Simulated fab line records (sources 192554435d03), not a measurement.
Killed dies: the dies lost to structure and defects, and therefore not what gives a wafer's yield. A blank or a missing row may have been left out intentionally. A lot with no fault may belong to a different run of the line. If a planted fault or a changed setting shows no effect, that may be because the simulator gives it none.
fab line records | flow n5-finfet
[record] lots = 6 wafers = 17 last-day = 19
route steps=1938 shown BEOL_M8@1337
lots that met no fault: from a run of the same line without faults
start-h: hours from the record's opening day to when the first of the lot's shown wafers began | wait-h: hours from the lot's prior step to this one | " repeats the value in the row above | L1.1+2: one row covering several wafers at once | - no value, or no start given | * or withheld: withheld | < > ~ a bound
route shown NAME@n: names a module that has steps shown in the file, with the first one's number in the route | usual: mean and standard deviation over wafers with no fault | same: alike in all rows | chamber/n: place in a boat | sites: per-site readings | _std_site: their standard deviation | _edge_site: inner sites' mean taken away from outer sites' mean | radius-mm: for every site, how far away it sits from the centre of the wafer | mask NAME#n: copy n | behind: tool/chamber where the wafer was last shaped | hold: cause of the lot's hold/its duration in hours/its outcome | device: whichever transistor did not switch (one of n, p or np) | end of line: tests run on the same wafers once the route is complete | where a step has no rows: the recipe by itself | killed: dies that structure and defects cost at the first sort, which is not the same as the wafer's yield | map: a wafer's dies, x killed, . not, _ none there
set.NAME: the setting the step ran with; set.NAME@STEP: the setting that earlier step ran with | model.NAME: the simulator's own value behind a step, which no gauge read
lots seen at some steps along the route; tables by step, rows by wafer
services: the hour from which a tool's chamber was out of use, counted from the record's first day as start-h (under 0 if before that day), plus the number of hours and why
[[steps]]
[step N5_BEOL_M8_COAT_59]
[recipe] resist = SOC temp-c = 250 time-s = 60 spin-rpm = 1500 resist-thk-nm = 100
[step N5_BEOL_M8_COAT_60]
[recipe] resist = SiARC temp-c = 220 time-s = 60 spin-rpm = 1500 resist-thk-nm = 35
[step N5_BEOL_M8_COAT_05]
[recipe] resist = CAR-ArF spin-rpm = 1500 resist-thk-nm = 90
[step N5_BEOL_M8_EBR_07]
[recipe] solvent = PGMEA ebr-width-mm = 1.5
[step N5_BEOL_M8_SOFTBAKE_06]
[recipe] temp-c = 110 time-s = 60 resist = CAR-ArF
[step N5_BEOL_M8_EXPOSE_08]
[recipe] mask-id = M8 na = 1.35 source-shape = dipole sigma-inner = 0.817 sigma-outer = 0.97 polarization = te dose-mj = 68.25
[step N5_BEOL_M8_PEB_09]
[recipe] peb-temp-c = withheld peb-time-s = 60 resist = CAR-ArF
[step N5_BEOL_M8_DEVELOP_10]
[recipe] develop-time-s = 30 developer = TMAH resist = CAR-ArF rinse-liquid = diw dry = air-spin dev-temp-c = 23
[step N5_BEOL_M8_CD_MEAS_11]
[recipe] target-cd-nm = 38.5 landing-energy-ev = 500 detector = se-inlens polarity = opening
[usual] cd-nm = 38.4/0.65
// columns lot.wafer tool chamber start-h wait-h cd-nm
L281.2 cd-sem-02 0 198.50 - 38.1
L281.5 " 0 " " 39.8
L284.3 cd-sem-03 0 209.74 - 39.5
L284.4 " 0 " " 38.9
L284.6 " 0 " " 38.3
L283.3 cd-sem-03 0 210.02 - 38.1
L283.4 " 0 " " 38.0
L283.6 " 0 " " 37.2
L285.2 cd-sem-01 0 221.69 - 38.7
L285.4 " 0 " " 37.6
L285.5 " 0 " " 38.6
L296.2 cd-sem-02 0 285.33 - 37.7
L296.3 " 0 " " 37.5
L296.4 " 0 " " 38.3
L304.2 cd-sem-01 0 371.89 - 39.4
L304.4 " 0 " " 38.9
L304.5 " 0 " " 39.8
[step N5_BEOL_M8_OVL_MEAS_12]
[recipe] points-per-wafer = 44
[usual] M8_OVL = 0.1/0.6
// columns lot.wafer tool chamber start-h wait-h M8_OVL[nm]
L281.2 overlay-02 0 198.53 0.0 0.1
L281.5 " 0 " " -0.4
L284.3 overlay-01 0 209.76 0.0 0.6
L284.4 " 0 " " 0.6
L284.6 " 0 " " 0.2
L283.3 overlay-02 0 210.04 0.0 0.3
L283.4 " 0 " " 0.9
L283.6 " 0 " " 0.8
L285.2 overlay-01 0 221.72 0.0 -0.6
L285.4 " 0 " " 0.3
L285.5 " 0 " " -0.7
L296.2 overlay-02 0 285.36 0.0 0.9
L296.3 " 0 " " 0.6
L296.4 " 0 " " -0.4
L304.2 overlay-02 0 371.92 0.0 -0.4
L304.4 " 0 " " 0.3
L304.5 " 0 " " 0.3
[step N5_BEOL_M8_INSPECT_13]
[recipe] mode = adi inspect-instrument = brightfield
[usual] raw-defect-count = 392/93
// columns lot.wafer tool chamber start-h wait-h raw-defect-count
L281.2 defect-inspect-01 - 198.55 0.0 409
L281.5 " - " " 414
L284.3 defect-inspect-02 - 209.79 0.0 295
L284.4 " - " " 366
L284.6 " - " " 269
L283.3 defect-inspect-01 - 210.07 0.0 426
L283.4 " - " " 481
L283.6 " - " " 476
L285.2 defect-inspect-02 - 221.74 0.0 536
L285.4 " - " " 445
L285.5 " - " " 634
L296.2 defect-inspect-02 - 285.38 0.0 365
L296.3 " - " " 314
L296.4 " - " " 380
L304.2 defect-inspect-02 - 371.95 0.0 442
L304.4 " - " " 362
L304.5 " - " " 310
[step N5_BEOL_M8_DESCUM_16]
[recipe] chemistry = O2 time-s = 7.9 source-power-w = 50 bias-power-w = 20 pressure-mtorr = 20 rf-frequency-hz = 2.712e+07 temp-c = 40 resist = CAR-ArF o2-flow-sccm = 225
[usual] drypump-motor-current-A = 5.8/0.39 oes-product-au = 0.80/0.096 rf-fwd-power-W = 49.35/0.2 rf-vpp-V = 243.5/1.5 showerhead-plenum-p-Torr = 2.12/0.085 throttle-valve-pct = 20.44/0.27
// columns lot.wafer tool chamber start-h wait-h drypump-motor-current-A oes-product-au rf-fwd-power-W rf-hours-counter-h rf-vpp-V showerhead-plenum-p-Torr throttle-valve-pct
L281.2 rie-diel-01 2 198.59 0.0 5.6 0.87 49.53 50 245.5 2.13 20.29
L281.5 " 1 " " 6.1 0.87 49.21 - 244.4 2.12 20.08
L284.3 rie-diel-05 3 209.82 0.0 6.1 0.72 49.29 212 243.6 2.00 20.49
L284.4 " 2 " " 6.1 0.72 49.29 183 242.9 2.18 20.73
L284.6 " 3 " " 6.1 0.72 49.32 - 241.8 2.00 20.49
L283.3 rie-diel-05 3 210.15 0.1 6.1 0.72 49.71 212 240.4 2.00 20.49
L283.4 " 0 " " 6.1 0.68 49.39 246 240.6 1.98 20.37
L283.6 " 2 " " 6.2 0.72 49.11 - 244.1 2.18 20.73
L285.2 rie-diel-05 2 221.99 0.3 6.1 0.72 49.22 188 243.1 2.18 20.74
L285.4 " 3 " " 6.2 0.71 49.07 - 242.2 2.00 20.51
L285.5 " 2 " " 6.1 0.72 48.99 - 245.1 2.18 20.74
L296.2 rie-diel-05 3 285.41 0.0 6.1 0.70 49.59 245 240.8 1.99 20.56
L296.3 " 0 " " 6.1 0.91 49.47 20 244.8 2.23 20.03
L296.4 " 1 " " 5.5 0.95 49.27 5 241.3 2.04 20.15
L304.2 rie-diel-01 2 372.00 0.1 5.5 0.80 49.39 104 242.2 2.11 20.36
L304.4 " 0 " " 5.1 0.73 49.39 164 244.3 2.17 20.51
L304.5 " 2 " " 5.5 0.80 49.40 - 244.9 2.11 20.36
[step N5_BEOL_M8_ETCH_61]
[recipe] chemistry = CF4 target = SiARC target-depth-a = 455 mask-material = CAR-ArF time-s = 75.8 ion-energy-ev = 80 pressure-mtorr = 40 source-w = 545 bias-w = 36 Ar_flow_sccm = 100 cf4-flow-sccm = 100 ends = cleared
[usual] bias-w = 36.00/0.12 cf4-flow-sccm = 100.0/0.31 drypump-motor-current-A = 5.8/0.39 etch-rf-on-time-s = 76.4/1.8 oes-product-au = 0.68/0.081 rf-fwd-power-W = 539.0/2.1 rf-vpp-V = 184.4/1.2 showerhead-plenum-p-Torr = 2.17/0.085 throttle-valve-pct = 15.61/0.27
// columns lot.wafer tool chamber start-h wait-h bias-w cf4-flow-sccm drypump-motor-current-A etch-rf-on-time-s oes-product-au rf-fwd-power-W rf-hours-counter-h rf-vpp-V showerhead-plenum-p-Torr throttle-valve-pct model.CAR-ArF_of_BEOL_M8_COAT_05.thk-nm
L281.2 rie-diel-01 2 198.62 0.0 36.13 100.2 5.5 77.3 0.74 542.7 50 185.3 2.17 15.41 50.8
L281.5 " 1 " " 36.17 99.4 6.1 74.3 0.75 537.9 - 186.0 2.17 15.31 50.6
L284.3 rie-diel-05 3 209.86 0.0 - - - - - - - - - - 83.4
L284.4 " 2 " " - - - - - - - - - - 83.2
L284.6 " 3 " " - - - - - - - - - - 83.2
L283.3 rie-diel-05 3 210.18 0.0 - - - - - - - - - - 83
L283.4 " 0 " " - - - - - - - - - - 83.4
L283.6 " 2 " " - - - - - - - - - - 83.2
L285.2 rie-diel-05 2 222.03 0.0 36.01 99.6 6.2 77.2 0.62 537.4 188 185.2 2.21 15.82 51
L285.4 " 3 " " 36.07 99.5 6.1 74.5 0.62 536.2 - 182.8 2.03 15.67 51.2
L285.5 " 2 " " 35.95 99.7 6.2 77.6 0.61 537.4 - 185.0 2.21 15.84 51
L296.2 rie-diel-05 3 285.45 0.0 36.09 100.1 6.1 75.1 0.60 537.1 245 183.4 2.02 15.75 50.2
L296.3 " 0 " " 35.85 100.2 6.1 72.4 0.78 536.8 20 185.4 2.27 15.18 50.6
L296.4 " 1 " " 36.06 100.3 5.5 75.2 0.79 540.1 5 182.8 2.11 15.40 50.4
L304.2 rie-diel-01 2 372.04 0.0 35.89 100.2 5.5 77.8 0.68 542.8 104 183.8 2.15 15.49 50.6
L304.4 " 0 " " 36.01 100.3 5.2 79.0 0.61 536.3 164 185.8 2.22 15.71 50.4
L304.5 " 2 " " 35.93 100.1 5.5 78.0 0.68 540.3 - 183.5 2.15 15.49 50.6
[step N5_BEOL_M8_ETCH_62]
[recipe] chemistry = N2/H2 target = SOC target-depth-a = 1100 overetch-a = 220 mask-material = SiARC temp-c = 40 time-s = 165 ion-energy-ev = 200 pressure-mtorr = 30 source-w = 840 bias-w = 150 n2-flow-sccm = 200 h2-flow-sccm = 200
[usual] bias-w = 150.0/0.46 chamber-pressure-mTorr = 29.998/0.028 drypump-motor-current-A = 5.8/0.39 oes-product-au = 0.68/0.076 rf-fwd-power-W = 837.2/2.5 rf-vpp-V = 524.8/2.9 showerhead-plenum-p-Torr = 2.57/0.11 throttle-valve-pct = 17.78/0.24
// columns lot.wafer tool chamber start-h wait-h bias-w chamber-pressure-mTorr drypump-motor-current-A oes-product-au rf-fwd-power-W rf-hours-counter-h rf-vpp-V showerhead-plenum-p-Torr throttle-valve-pct
L281.2 rie-diel-01 2 198.68 0.0 149.7 30.045 5.6 0.73 839.6 50 523.7 2.59 17.66
L281.5 " 1 " " 150.3 29.983 6.1 0.73 833.2 - 526.2 2.59 17.61
L284.3 rie-diel-05 3 209.91 0.0 150.2 29.964 6.1 0.28 838.6 212 522.1 2.40 17.71
L284.4 " 2 " " 150.3 30.013 6.1 0.28 841.9 183 527.0 2.63 17.94
L284.6 " 3 " " 149.5 29.948 6.2 0.27 837.2 - 520.5 2.40 17.72
L283.3 rie-diel-05 3 210.24 0.0 149.7 29.978 6.1 0.27 837.8 212 520.7 2.40 17.74
L283.4 " 0 " " 150.9 29.958 6.1 0.26 835.8 247 520.2 2.39 17.75
L283.6 " 2 " " 150.4 29.934 6.1 0.28 830.8 - 525.8 2.63 17.95
L285.2 rie-diel-05 2 222.09 0.0 150.1 29.991 6.1 0.62 836.0 188 526.9 2.63 18.00
L285.4 " 3 " " 149.9 29.967 6.1 0.60 838.0 - 520.9 2.40 17.79
L285.5 " 2 " " 150.1 30.039 6.1 0.62 837.3 - 526.4 2.63 18.02
L296.2 rie-diel-05 3 285.50 0.0 150.2 30.057 6.1 0.59 835.8 245 520.1 2.39 17.83
L296.3 " 0 " " 149.3 30.007 6.1 0.76 834.8 20 527.8 2.70 17.41
L296.4 " 1 " " 150.3 29.999 5.5 0.79 833.2 5 521.1 2.48 17.46
L304.2 rie-diel-01 2 372.09 0.0 149.6 29.998 5.6 0.69 836.2 104 523.4 2.57 17.76
L304.4 " 0 " " 149.7 30.018 5.2 0.63 837.5 164 527.4 2.64 17.84
L304.5 " 2 " " 150.7 30.016 5.6 0.68 837.5 - 523.0 2.57 17.76
[step N5_BEOL_M8_STRIP_68]
[recipe] chemistry = N2/H2 temp-c = 40 n2-flow-sccm = 200 h2-flow-sccm = 200 rf-frequency-hz = 6e+07
[step N5_BEOL_M8_STRIP_67]
[recipe] chemistry = CF4 resist = SiARC power-w = 300 bias-power-w = 75 pressure-mtorr = 50 cf4-flow-sccm = 150 rf-frequency-hz = 6e+07
[usual] drypump-motor-current-A = 5.8/0.39 oes-product-au = 0.80/0.091 rf-vpp-V = 271.6/1.8 showerhead-plenum-p-Torr = 1.82/0.07 throttle-valve-pct = 13.59/0.28
// columns lot.wafer tool chamber start-h wait-h drypump-motor-current-A oes-product-au rf-hours-counter-h rf-vpp-V showerhead-plenum-p-Torr throttle-valve-pct
L281.2 rie-diel-01 2 198.82 0.0 5.5 0.87 51 273.3 1.82 13.35
L281.5 " 1 " " 6.1 0.87 - 270.9 1.80 13.22
L284.3 rie-diel-05 3 210.06 0.0 6.1 0.72 212 268.3 1.72 13.74
L284.4 " 2 " " 6.1 0.73 183 272.1 1.84 13.78
L284.6 " 3 " " 6.1 0.72 - 269.6 1.72 13.72
L283.3 rie-diel-05 3 210.38 0.0 6.1 0.72 212 267.3 1.72 13.73
L283.4 " 0 " " 6.1 0.69 247 269.4 1.70 13.63
L283.6 " 2 " " 6.1 0.73 - 273.0 1.84 13.81
L285.2 rie-diel-05 2 222.23 0.0 6.1 0.73 188 272.7 1.84 13.81
L285.4 " 3 " " 6.1 0.71 - 270.0 1.71 13.76
L285.5 " 2 " " 6.2 0.73 - 272.5 1.84 13.80
L296.2 rie-diel-05 3 285.65 0.0 6.1 0.69 245 270.2 1.71 13.80
L296.3 " 0 " " 6.1 0.88 20 273.4 1.90 13.13
L296.4 " 1 " " 5.5 0.93 5 270.0 1.77 13.37
L304.2 rie-diel-01 2 372.24 0.0 5.6 0.81 104 271.0 1.81 13.49
L304.4 " 0 " " 5.1 0.74 164 272.2 1.87 13.72
L304.5 " 2 " " 5.5 0.81 - 272.0 1.81 13.49
[step N5_BEOL_M8_HM_OPEN_17]
[recipe] chemistry = Cl2/BCl3 target-depth-a = 200 overetch-a = 60 target = TiN mask-material = SOC ion-energy-ev = 150 pressure-mtorr = 10 icp-w = 1000 bias-w = 126 Cl2_flow_sccm = 53.25 bcl3-flow-sccm = 21.75 Ar_flow_sccm = 25
[usual] drypump-motor-current-A = 6.05/0.27 oes-product-au = 0.69/0.092 rf-fwd-power-W = 993/3.7 throttle-valve-pct = 21.99/0.17
// columns lot.wafer tool chamber start-h wait-h drypump-motor-current-A oes-product-au rf-fwd-power-W rf-hours-counter-h throttle-valve-pct
L281.2 rie-metal-02 1 198.86 0.0 6.31 0.58 996 94 21.88
L281.5 " 1 " " 6.32 0.57 993 - 21.89
L284.3 rie-metal-02 1 210.13 0.1 6.28 0.24 990 - 22.54
L284.4 " 0 " " 5.66 0.34 991 - 22.73
L284.6 " 0 " " 5.64 0.34 993 - 22.76
L283.3 rie-metal-02 1 210.45 0.1 6.27 0.25 994 - 22.55
L283.4 " 0 " " 5.62 0.34 994 - 22.76
L283.6 " 1 " " 6.27 0.25 991 - 22.54
L285.2 rie-metal-01 1 222.28 0.0 6.40 0.61 1000 61 21.86
L285.4 " 1 " " 6.42 0.61 991 - 21.88
L285.5 " 1 " " 6.40 0.61 995 - 21.85
L296.2 rie-metal-01 1 285.69 0.0 6.38 0.60 992 67 21.88
L296.3 " 0 " " 5.94 0.77 991 - 22.05
L296.4 " 1 " " 6.41 0.59 994 - 21.89
L304.2 rie-metal-03 0 372.28 0.0 5.85 0.67 998 40 22.30
L304.4 " 0 " " 5.88 0.67 995 - 22.30
L304.5 " 0 " " 5.84 0.67 1000 - 22.30
[step N5_BEOL_M8_STRIP_19]
[recipe] chemistry = O2 power-w = 400 temp-c = 40 pressure-mtorr = 30 rf-frequency-hz = 6e+07 bias-power-w = 0 overash-fraction = 0.2 o2-flow-sccm = 225
[usual] drypump-motor-current-A = 5.7/0.4 oes-product-au = 0.82/0.094 rf-vpp-V = 3.6/0.62 showerhead-plenum-p-Torr = 2.12/0.08 throttle-valve-pct = 16.64/0.28
[same] overash-fraction = 0.2
// columns lot.wafer tool chamber start-h wait-h drypump-motor-current-A oes-product-au rf-hours-counter-h rf-vpp-V showerhead-plenum-p-Torr throttle-valve-pct
L281.2 rie-diel-03 3 198.97 0.1 5.1 0.71 192 3.2 1.99 16.95
L281.5 " 2 " " 5.2 0.69 - 2.5 2.08 17.13
L284.3 rie-diel-01 1 210.24 0.1 6.1 0.88 49 3.1 2.12 16.37
L284.4 " 3 " " 5.7 0.90 21 3.6 2.23 16.87
L284.6 " 1 " " 6.1 0.87 - 3.4 2.12 16.38
L283.3 rie-diel-05 3 210.62 0.1 6.1 0.72 213 3.5 2.00 16.77
L283.4 " 1 " " 5.5 0.67 240 4.2 2.05 16.84
L283.6 " 2 " " 6.1 0.73 - 3.8 2.18 16.95
L285.2 rie-diel-01 2 222.39 0.1 5.6 0.87 58 2.9 2.13 16.51
L285.4 " 1 " " 6.1 0.86 53 3.5 2.12 16.38
L285.5 " 2 " " 5.6 0.86 - 3.5 2.13 16.51
L296.2 rie-diel-03 2 285.80 0.1 5.2 0.91 24 3.5 2.07 16.68
L296.3 " 0 " " 6.2 0.67 245 5.4 2.16 17.05
L296.4 " 3 " " 5.1 0.69 231 3.9 1.98 17.04
L304.2 rie-diel-03 3 372.39 0.1 5.1 0.96 7 2.7 2.24 16.58
L304.4 " 1 " " 6.1 0.86 56 3.8 2.04 16.15
L304.5 " 3 " " 5.1 0.94 - 4.0 2.24 16.57
[step N5_BEOL_M8_CD_MEAS_18]
[recipe] pitch-nm = 80 target-cd-nm = 40
[usual] cd-nm = 40.0/0.71
// columns lot.wafer tool chamber start-h wait-h cd-nm
L281.2 cd-sem-03 - 199.07 0.1 39.3
L281.5 " - " " 41.5
L284.3 cd-sem-01 - 210.31 0.1 -
L284.4 " - " " -
L284.6 " - " " -
L283.3 cd-sem-02 - 210.70 0.1 -
L283.4 " - " " -
L283.6 " - " " -
L285.2 cd-sem-03 - 222.46 0.1 40.2
L285.4 " - " " 39.1
L285.5 " - " " 40.2
L296.2 cd-sem-01 - 285.87 0.1 38.6
L296.3 " - " " 39.2
L296.4 " - " " 39.8
L304.2 cd-sem-01 - 372.46 0.1 41.7
L304.4 " - " " 39.9
L304.5 " - " " 40.6
[step N5_BEOL_M8_COAT_63]
[recipe] resist = SOC temp-c = 250 time-s = 60 spin-rpm = 1500 resist-thk-nm = 60
[[services]]
// columns tool chamber start-h hours kind
rie-diel-05 0 175.21 1.2 repair
rie-metal-01 - 179.36 0.6 repair
rie-diel-01 - 216.73 1.2 repair
rie-diel-05 0 218.65 - clean
rie-diel-05 0 218.65 - consumable-replace:focus-ring
rie-diel-05 0 218.65 - consumable-replace:showerhead
rie-metal-02 - 221.84 2.8 pm
rie-metal-03 - 230.33 0.4 repair
rie-diel-05 1 237.91 6.5 repair
rie-diel-05 1 244.59 - clean
rie-diel-05 1 244.59 - consumable-replace:focus-ring
rie-diel-05 1 244.59 22.0 scheduled-down
rie-diel-05 1 244.59 22.0 vent-cycle
rie-diel-03 0 258.93 7.9 repair
rie-diel-03 1 266.71 8.6 repair
rie-diel-03 1 289.50 8.2 repair
rie-diel-05 3 299.94 - clean
rie-diel-05 3 299.94 - consumable-replace:focus-ring
rie-diel-05 3 299.94 - consumable-replace:showerhead
rie-diel-05 3 299.94 23.6 scheduled-down
rie-diel-05 1 308.63 4.9 repair
rie-diel-03 2 309.62 9.7 repair
rie-metal-02 - 314.27 1.4 pm
rie-diel-05 1 329.31 1.2 repair
[[key]]
[first-sign] step = N5_BEOL_M8_ETCH_61 reading = tool-record direction = missing
[effect] step = N5_BEOL_M8_ETCH_62 reading = oes-product-au direction = down sigmas = 5.3 usual = 0.68 struck = 0.27
[effect] step = N5_BEOL_M8_HM_OPEN_17 reading = oes-product-au direction = down sigmas = 4.3 usual = 0.69 struck = 0.29
[effect] step = N5_BEOL_M8_CD_MEAS_18 reading = cd-nm direction = missing
[model-effect] step = N5_BEOL_M8_ETCH_61 value = CAR-ArF_of_BEOL_M8_COAT_05.thk-nm without = 50.63 struck = 83.23
met-at N5_BEOL_M8_ETCH_61
struck-wafers L283.3,L283.4,L283.6,L284.3,L284.4,L284.6
later-rows-left-out L283.3,L283.4,L283.6,L284.3,L284.4,L284.6
sort-left-out L283.3,L283.4,L283.6,L284.3,L284.4,L284.6
[fault] kind = skipped-step-whole tool = rie-diel-05 chamber = - onset-h = 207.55 steps = N5_BEOL_M8_ETCH_61 scope = struck-lots-only
// sort-left-out: the simulated sort isn't trusted on such a fault, so these wafers' sort isn't shown, and their yield isn't known
// later-rows-left-out: the simulator's readings of these wafers behind a module that went badly wrong aren't trusted and aren't shown, but for the sort
